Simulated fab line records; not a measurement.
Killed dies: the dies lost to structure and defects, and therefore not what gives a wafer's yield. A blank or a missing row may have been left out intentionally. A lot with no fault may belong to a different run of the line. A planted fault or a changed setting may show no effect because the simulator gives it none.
fab line records ; flow nand-harc
record lots=12; wafers=36; last-day=25
route steps=1159 shown A_CHANNEL_HOLE_D1@467 A_CHANNEL_FILL_D1@492
lots that met no fault: from a run of the same line without faults
start-h: the number of hours between the record's first day and the start of the first shown wafer of the lot ; wait-h: time in hours since the lot's previous step ; " identical to the entry in the row above ; L1.1+2: a row that stands for several wafers ; - no value present, or no start provided ; * or withheld: withheld ; < > ~ a bound
route shown NAME@n: a module of which the file shows steps, and the number in the route of the first ; usual: mean/standard deviation taken from wafers without a fault ; same: alike in all rows ; chamber/n: place in a boat ; sites: readings site by site ; _std_site: the standard deviation of these ; _edge_site: mean of outer sites minus mean of inner sites ; radius-mm: how far each site lies from the wafer's centre ; mask NAME#n: copy n ; behind: the last tool/chamber to shape the wafer ; hold: why the lot was held/for how many hours/how that ended ; device: transistor that didn't switch, given as n, p or np ; end of line: tests of these same wafers at the route's end ; step lacking rows: just its recipe ; killed: count of dies lost to structure and defects at first sort (not the wafer's yield) ; map: the dies of a wafer, with x for killed, . for not killed, _ for no die there
set.NAME: the setting the step ran with; set.NAME@STEP: the setting that earlier step ran with ; model.NAME: the simulator's own value behind a step, which no gauge read
route steps across a sampled set of lots; one table per step, one row per wafer
services: a tool's chamber out of use, with start hour (start-h, from the record's first day; less than 0 if before it), hours out, and reason
## steps
# step NHARC_A_CHANNEL_HOLE_D1_ETCH_39
# recipe target-depth-a=2600; over-etch-frac=0.3; time-s=325; ion-energy-ev=200; n2-flow-sccm=150; h2-flow-sccm=150; ar-flow-sccm=0; rf-w=400; bias-w=150; chemistry=N2/H2
# usual drypump-motor-current-A=5.7/0.52; h2-flow-sccm=150.0/0.46; oes-product-au=1.001/0.0088; rf-vpp-V=430.4/2.6; showerhead-plenum-p-Torr=2.03/0.088; throttle-valve-pct=14.171/0.0078
# same time-s=325
lot.wafer;tool;chamber;start-h;wait-h;drypump-motor-current-A;h2-flow-sccm;oes-product-au;rf-hours-counter-h;rf-vpp-V;showerhead-plenum-p-Torr;throttle-valve-pct
L178.3;rie-diel-07;2;-;-;6.4;149.9;1.007;9;426.8;1.91;14.165
L178.1;rie-diel-07;1;-;-;5.5;149.1;0.998;8;433.4;2.18;14.179
L178.5;rie-diel-07;2;-;-;6.4;149.7;1.012;-;427.2;1.91;14.174
L181.4;rie-diel-07;0;-;-;6.1;150.7;1.002;11;432.7;2.13;14.180
L181.2;rie-diel-07;2;-;-;6.4;149.7;1.009;11;427.0;1.90;14.177
L181.5;rie-diel-07;1;-;-;5.5;150.5;1.004;-;433.3;2.18;14.168
L184.1;rie-diel-10;0;-;-;5.3;149.9;1.001;3;428.4;1.93;14.171
L184.3;rie-diel-10;2;-;-;5.7;151.0;0.999;2;427.4;1.98;14.166
L184.5;rie-diel-10;1;-;-;5.5;149.7;0.985;-;429.8;2.01;14.174
L185.2;rie-diel-10;3;-;-;5.1;149.8;1.005;3;432.0;2.10;14.187
L185.4;rie-diel-10;1;-;-;5.5;150.0;0.995;3;430.2;2.01;14.168
L185.5;rie-diel-10;3;-;-;5.1;149.9;1.006;-;431.1;2.10;14.161
L182.2;rie-diel-07;2;-;-;6.4;149.9;1.006;12;427.3;1.90;14.166
L182.1;rie-diel-07;0;-;-;6.2;149.9;0.994;12;431.3;2.13;14.167
L182.6;rie-diel-07;2;-;-;6.4;149.5;1.014;-;425.7;1.90;14.163
L189.4;rie-diel-12;3;-;-;5.4;150.5;1.001;2;427.8;1.92;14.173
L189.2;rie-diel-12;0;-;-;6.3;149.5;0.997;2;428.5;1.97;14.184
L189.1;rie-diel-12;2;-;-;5.2;150.2;0.993;2;429.0;1.99;14.165
L191.1;rie-diel-07;1;-;-;5.5;150.5;1.006;0;435.0;2.18;14.177
L191.3;rie-diel-07;2;-;-;6.4;150.3;1.022;0;426.6;1.90;14.167
L191.4;rie-diel-07;3;-;-;6.5;151.3;0.997;0;430.4;2.06;14.175
L188.3;rie-diel-10;3;-;-;5.1;150.1;1.001;6;434.5;2.10;14.172
L188.1;rie-diel-10;1;-;-;5.5;150.3;0.987;6;428.8;2.01;14.171
L188.6;rie-diel-10;3;-;-;5.1;150.6;1.010;-;432.4;2.10;14.178
L195.3;rie-diel-10;1;-;-;5.5;149.6;0.993;7;428.8;2.01;14.180
L195.1;rie-diel-10;2;-;-;5.7;149.5;0.996;8;429.8;1.98;14.181
L195.5;rie-diel-10;2;-;-;5.7;149.5;1.013;-;428.5;1.98;14.165
L198.2;rie-diel-12;2;-;-;5.2;150.0;0.994;4;430.3;1.99;14.188
L198.4;rie-diel-12;3;-;-;5.4;150.5;1.009;4;428.2;1.92;14.170
L198.6;rie-diel-12;3;-;-;5.4;150.8;1.006;-;426.6;1.92;14.169
L199.3;rie-diel-10;2;-;-;5.7;149.8;0.995;10;430.2;1.98;14.173
L199.1;rie-diel-10;3;-;-;5.1;150.0;1.012;11;430.3;2.10;14.170
L199.2;rie-diel-10;0;-;-;5.3;150.3;1.003;11;426.8;1.93;14.172
L200.2;rie-diel-12;0;-;-;6.3;150.7;1.007;5;428.9;1.97;14.183
L200.4;rie-diel-12;1;-;-;4.9;150.2;0.988;6;432.8;2.07;14.183
L200.6;rie-diel-12;1;-;-;4.9;150.6;0.994;-;433.1;2.07;14.178
# step NHARC_A_CHANNEL_HOLE_D1_ETCH_19
# recipe bias-v=1200; source-w=2500; pressure-mtorr=15; time-s=34.5; ar-flow-sccm=375; c4f8-flow-sccm=28.8; o2-flow-sccm=96.2; temp-c=-20; target-depth-a=*; chemistry=C4F8/O2/Ar
# usual drypump-motor-current-A=5.4/0.32; showerhead-plenum-p-Torr=3.84/0.079; throttle-valve-pct=37.038/0.0092
# same time-s=34.5
lot.wafer;tool;chamber;start-h;wait-h;drypump-motor-current-A;rf-hours-counter-h;showerhead-plenum-p-Torr;throttle-valve-pct
L178.1;har-etch-02;1;186.57;2.2;5.0;104;3.92;37.024
L178.3;har-etch-02;0;186.57;2.2;5.5;-;3.88;37.033
L178.5;har-etch-02;0;186.57;2.2;5.5;-;3.88;37.051
L181.2;har-etch-02;1;203.01;0.1;5.0;113;3.92;37.045
L181.4;har-etch-02;0;203.01;0.1;5.5;-;3.87;37.028
L181.5;har-etch-02;1;203.01;0.1;5.0;-;3.92;37.034
L184.1;har-etch-02;0;216.10;0.1;5.5;117;3.87;37.032
L184.3;har-etch-02;0;216.10;0.1;5.5;-;3.87;37.023
L184.5;har-etch-02;1;216.10;0.1;4.9;-;3.92;37.031
L185.2;har-etch-02;0;221.90;0.1;5.5;121;3.87;37.049
L185.4;har-etch-02;0;221.90;0.1;5.5;-;3.87;37.029
L185.5;har-etch-02;0;221.90;0.1;5.5;-;3.87;37.029
L182.1;har-etch-01;0;225.90;3.5;5.6;204;3.86;37.040
L182.2;har-etch-01;1;225.90;3.5;5.8;204;3.69;37.052
L182.6;har-etch-01;1;225.90;3.5;5.7;-;3.69;37.035
L189.2;har-etch-02;0;246.10;0.1;5.5;135;3.86;37.059
L189.1;har-etch-02;1;246.10;0.1;5.0;135;3.91;37.040
L189.4;har-etch-02;1;246.10;0.1;4.9;-;3.91;37.033
L191.1;har-etch-01;0;247.52;1.0;5.7;216;3.86;37.059
L191.4;har-etch-01;1;247.52;1.0;5.8;-;3.68;37.044
L191.3;har-etch-01;0;247.52;1.0;5.7;-;3.86;37.032
L188.1;har-etch-01;0;252.78;0.1;5.7;220;3.86;37.028
L188.3;har-etch-01;1;252.78;0.1;5.8;-;3.68;37.044
L188.6;har-etch-01;1;252.78;0.1;5.7;-;3.68;37.032
L195.1;har-etch-02;1;282.73;0.1;5.0;152;3.90;37.037
L195.3;har-etch-02;0;282.73;0.1;5.5;-;3.85;37.030
L195.5;har-etch-02;0;282.73;0.1;5.5;-;3.85;37.048
L198.2;har-etch-01;0;293.46;0.1;5.7;238;3.85;37.053
L198.4;har-etch-01;0;293.46;0.1;5.7;-;3.85;37.044
L198.6;har-etch-01;1;293.46;0.1;5.8;-;3.67;37.037
L199.2;har-etch-02;0;318.53;6.8;5.5;168;3.84;37.051
L199.1;har-etch-02;1;318.53;6.8;4.9;168;3.89;37.035
L199.3;har-etch-02;0;318.53;6.8;5.5;-;3.84;37.052
L200.2;har-etch-02;0;322.68;8.4;5.5;172;3.84;37.038
L200.4;har-etch-02;1;322.68;8.4;5.0;-;3.88;37.032
L200.6;har-etch-02;1;322.68;8.4;5.0;-;3.88;37.032
# step NHARC_A_CHANNEL_HOLE_D1_STRIP_27
# recipe o2-flow-sccm=500; ar-flow-sccm=0; bias-w=0; chemistry=O2
# usual drypump-motor-current-A=5.6/0.46; oes-product-au=1.001/0.0087; rf-vpp-V=57.7/0.86; showerhead-plenum-p-Torr=3.48/0.11; throttle-valve-pct=17.037/0.0095
lot.wafer;tool;chamber;start-h;wait-h;drypump-motor-current-A;oes-product-au;rf-hours-counter-h;rf-vpp-V;showerhead-plenum-p-Torr;throttle-valve-pct
L178.1;rie-diel-12;3;-;-;5.4;1.012;8;57.8;3.34;17.036
L178.3;rie-diel-12;1;-;-;5.0;1.001;8;59.4;3.57;17.040
L178.5;rie-diel-12;2;-;-;5.2;1.013;-;57.9;3.46;17.039
L181.2;rie-diel-10;2;-;-;5.7;1.006;2;57.3;3.43;17.044
L181.4;rie-diel-10;3;-;-;5.1;0.998;2;58.5;3.63;17.025
L181.5;rie-diel-10;1;-;-;5.5;0.984;-;58.8;3.48;17.037
L184.1;rie-diel-07;1;-;-;5.5;1.012;11;56.4;3.75;17.037
L184.3;rie-diel-07;0;-;-;6.1;0.998;12;58.5;3.67;17.039
L184.5;rie-diel-07;2;-;-;6.4;1.008;-;56.4;3.32;17.038
L185.4;rie-diel-10;1;-;-;5.6;0.998;4;57.8;3.48;17.029
L185.2;rie-diel-10;2;-;-;5.7;1.004;4;56.7;3.43;17.023
L185.5;rie-diel-10;1;-;-;5.6;1.003;-;58.1;3.48;17.023
L182.1;rie-diel-10;2;-;-;5.8;1.016;4;57.6;3.43;17.039
L182.2;rie-diel-10;0;-;-;5.3;1.005;5;58.6;3.36;17.023
L182.6;rie-diel-10;2;-;-;5.8;1.008;-;57.3;3.43;17.033
L189.4;rie-diel-10;0;-;-;5.3;1.002;6;57.7;3.36;17.035
L189.2;rie-diel-10;1;-;-;5.5;0.989;6;58.7;3.48;17.054
L189.1;rie-diel-10;2;-;-;5.7;1.005;6;58.2;3.43;17.051
L191.3;rie-diel-12;2;-;-;5.2;0.993;3;59.7;3.46;17.021
L191.1;rie-diel-12;3;-;-;5.4;0.996;3;57.3;3.34;17.036
L191.4;rie-diel-12;0;-;-;6.3;0.997;2;57.3;3.42;17.048
L188.1;rie-diel-07;3;-;-;6.5;0.995;1;57.1;3.55;17.048
L188.3;rie-diel-07;0;-;-;6.1;1.005;1;58.4;3.67;17.034
L188.6;rie-diel-07;1;-;-;5.5;0.996;-;56.8;3.75;17.028
L195.1;rie-diel-12;3;-;-;5.4;1.005;4;58.1;3.34;17.023
L195.3;rie-diel-12;0;-;-;6.3;1.006;4;57.4;3.42;17.045
L195.5;rie-diel-12;3;-;-;5.4;0.995;-;56.7;3.34;17.029
L198.2;rie-diel-10;1;-;-;5.6;0.993;9;57.2;3.48;17.051
L198.4;rie-diel-10;0;-;-;5.3;1.018;11;57.6;3.36;17.014
L198.6;rie-diel-10;1;-;-;5.6;0.986;-;57.4;3.48;17.043
L199.3;rie-diel-07;3;-;-;6.5;0.998;6;57.4;3.55;17.035
L199.2;rie-diel-07;0;-;-;6.1;1.005;5;56.1;3.67;17.049
L199.1;rie-diel-07;2;-;-;6.5;1.024;4;58.8;3.31;17.035
L200.4;rie-diel-10;1;-;-;5.6;0.981;11;59.0;3.48;17.057
L200.2;rie-diel-10;2;-;-;5.7;0.997;12;57.8;3.43;17.037
L200.6;rie-diel-10;0;-;-;5.3;1.009;-;57.6;3.36;17.035
# step NHARC_A_CHANNEL_FILL_D1_ALD_02
# recipe target-thk-a=60; pulse-time-s=10; ald-cycles=60; temp-c=300; material=SiO2
# usual ald-cycles=60/0; heater-power-outer-w=256/29; heater-power-w=461/39; precursor-pulse-height-rel=1.001/0.02
lot.wafer;tool;chamber;start-h;wait-h;ald-cycles;heater-power-outer-w;heater-power-w;precursor-pulse-height-rel
L178.3;ald-hk-03;2;192.48;-;60;272;470;1.009
L178.1;ald-hk-03;1;192.48;-;60;207;417;0.997
L178.5;ald-hk-03;2;192.48;-;60;266;462;1.011
L181.2;ald-hk-03;3;208.89;-;60;254;433;0.945
L181.4;ald-hk-03;1;208.89;-;60;210;417;1.012
L181.5;ald-hk-03;3;208.89;-;60;254;437;1.041
L184.3;ald-hk-03;1;222.10;0.2;60;208;414;0.986
L184.1;ald-hk-03;2;222.10;0.2;60;267;457;1.004
L184.5;ald-hk-03;1;222.10;0.2;60;206;434;0.992
L185.4;ald-hk-01;3;227.83;-;60;249;441;0.996
L185.2;ald-hk-01;0;227.83;-;60;288;520;1.003
L185.5;ald-hk-01;3;227.83;-;60;246;449;1.006
L182.1;ald-hk-03;1;232.57;-;60;208;420;0.987
L182.2;ald-hk-03;3;232.57;-;60;253;433;1.017
L182.6;ald-hk-03;1;232.57;-;60;207;413;1.010
L189.1;ald-hk-03;2;252.21;-;60;270;463;0.983
L189.4;ald-hk-03;3;252.21;-;60;247;450;1.005
L189.2;ald-hk-03;0;252.21;-;67;228;410;1.013
L191.4;ald-hk-03;0;253.40;-;60;225;424;1.036
L191.3;ald-hk-03;2;253.40;-;67;270;476;0.996
L191.1;ald-hk-03;3;253.40;-;60;248;436;1.019
L188.1;ald-hk-02;1;259.56;-;60;258;488;0.961
L188.3;ald-hk-02;3;259.56;-;60;298;531;0.991
L188.6;ald-hk-02;2;259.56;-;60;292;518;1.029
L195.3;ald-hk-01;1;288.68;-;60;249;461;1.020
L195.1;ald-hk-01;2;288.68;-;60;244;441;1.006
L195.5;ald-hk-01;1;288.68;-;60;250;453;0.988
L198.2;ald-hk-02;3;299.53;-;60;290;525;1.001
L198.4;ald-hk-02;0;299.53;-;60;293;509;1.039
L198.6;ald-hk-02;0;299.53;-;60;293;522;1.000
L199.3;ald-hk-02;1;324.46;-;60;249;488;0.996
L199.1;ald-hk-02;3;324.46;-;60;292;517;0.986
L199.2;ald-hk-02;0;324.46;-;60;296;519;0.963
L200.4;ald-hk-02;2;328.69;-;60;294;522;0.988
L200.2;ald-hk-02;3;328.69;-;60;293;527;1.015
L200.6;ald-hk-02;2;328.69;-;60;310;529;1.003
## services
tool;chamber;start-h;hours;kind
rie-diel-10;-;176.50;9.0;pm
rie-diel-10;0;176.50;9.0;vent-cycle
rie-diel-10;1;176.50;9.0;vent-cycle
rie-diel-10;2;176.50;9.0;vent-cycle
rie-diel-10;3;176.50;9.0;vent-cycle
rie-diel-12;-;185.43;0.2;repair
rie-diel-10;0;185.50;-;clean
rie-diel-10;1;185.50;-;clean
rie-diel-10;2;185.50;-;clean
rie-diel-12;-;199.82;0.5;repair
rie-diel-12;-;202.40;9.0;pm
rie-diel-07;-;228.24;9.0;pm
ald-hk-02;-;234.08;0.8;repair
rie-diel-07;1;263.85;7.2;repair
rie-diel-10;1;270.01;4.2;repair
rie-diel-07;2;270.75;6.2;repair
ald-hk-02;-;280.09;10.0;pm
rie-diel-07;3;294.09;10.1;repair
rie-diel-10;2;294.88;3.2;repair
har-etch-01;-;305.00;17.0;pm
rie-diel-12;-;305.33;2.6;repair
har-etch-02;-;308.63;4.1;repair
rie-diel-12;2;318.00;127.4;repair
rie-diel-10;1;322.32;3.0;repair
## key
first-sign step=NHARC_A_CHANNEL_FILL_D1_ALD_02; reading=ald-cycles; direction=up; sigmas=99+; usual=60; struck=67
effect none on later readings
met-at NHARC_A_CHANNEL_FILL_D1_ALD_02
struck-lots L189,L191
struck-wafers L189.2,L191.3
tester-left-out L189,L191
not-acting-at NHARC_A_CHANNEL_HOLE_D1_ETCH_39,NHARC_A_CHANNEL_HOLE_D1_ETCH_19,NHARC_A_CHANNEL_HOLE_D1_STRIP_27
onset-between 232.57 252.21
fault kind=process-parameter-drift; tool=ald-hk-03; chamber=-; onset-h=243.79; steps=NHARC_A_CHANNEL_FILL_D1_ALD_02; channel=ald-cycles; offset=7; shape=step; end-h=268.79; scope=struck-wafers-only; acts-in=these-recipes-only; stated=60
# tester-left-out: of these lots the tester's yield and bins aren't shown, on N5 and GAA mostly nor the transistor test; their killed dies are dies lost to structure and defects alone, not to doping, threshold or leakage, so they don't give the yield
